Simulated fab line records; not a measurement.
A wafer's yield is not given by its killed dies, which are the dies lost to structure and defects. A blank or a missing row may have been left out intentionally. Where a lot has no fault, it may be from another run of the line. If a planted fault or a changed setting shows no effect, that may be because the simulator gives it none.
Matching of chambers -- flow n5Finfet -- 3 sister chambers for N5_BEOL_M0_SAQP_PECVD_96 on pecvd-04
The step deposits a-Si from SiH4/He, target thk 45 nm, time 45.2 s. 3 wafers are shown with their chamber, then 11 later ones without.

== WAFERS PAIRED WITH THEIR CHAMBERS ==
wafer,chamber,throttleValvePct (%)
L085.6,1,20.5
L089.4,0,18.9
L091.1,2,17.8

== WAFERS MISSING THEIR CHAMBER ==
wafer,throttleValvePct (%)
L091.3,18.8
L091.4,17.8
L094.2,18.1
L094.5,17.9
L094.6,19.2
L095.1,18.8
L095.3,18.1
L095.4,19.0
L096.4,18.8
L096.5,18.0
L096.6,19.2

== THE CHAMBER EACH PASSED THROUGH ==
wafer,from the rows above,in truth
L091.3,0,0
L091.4,2,2
L094.2,2,2
L094.5,2,2
L094.6,0,0
L095.1,0,0
L095.3,2,2
L095.4,0,0
L096.4,0,0
L096.5,2,2
L096.6,0,0
11 of 11 placed correctly. Not placeable from these rows: 0. Number placed wrongly: 0.
How it was worked out, from the rows above alone: a wafer's distance from a chamber is the root of the sum, over the readings, of the square of ((its reading less the chamber's mean) divided by the reading's scatter). If the next closest chamber is less than 2 further off than the closest, the wafer can't be placed; otherwise it belongs to the closest. Each chamber's mean is taken over the wafers shown for it. The scatter: root of mean squared gap, hidden wafer to nearest shown wafer, with one shown wafer a chamber.
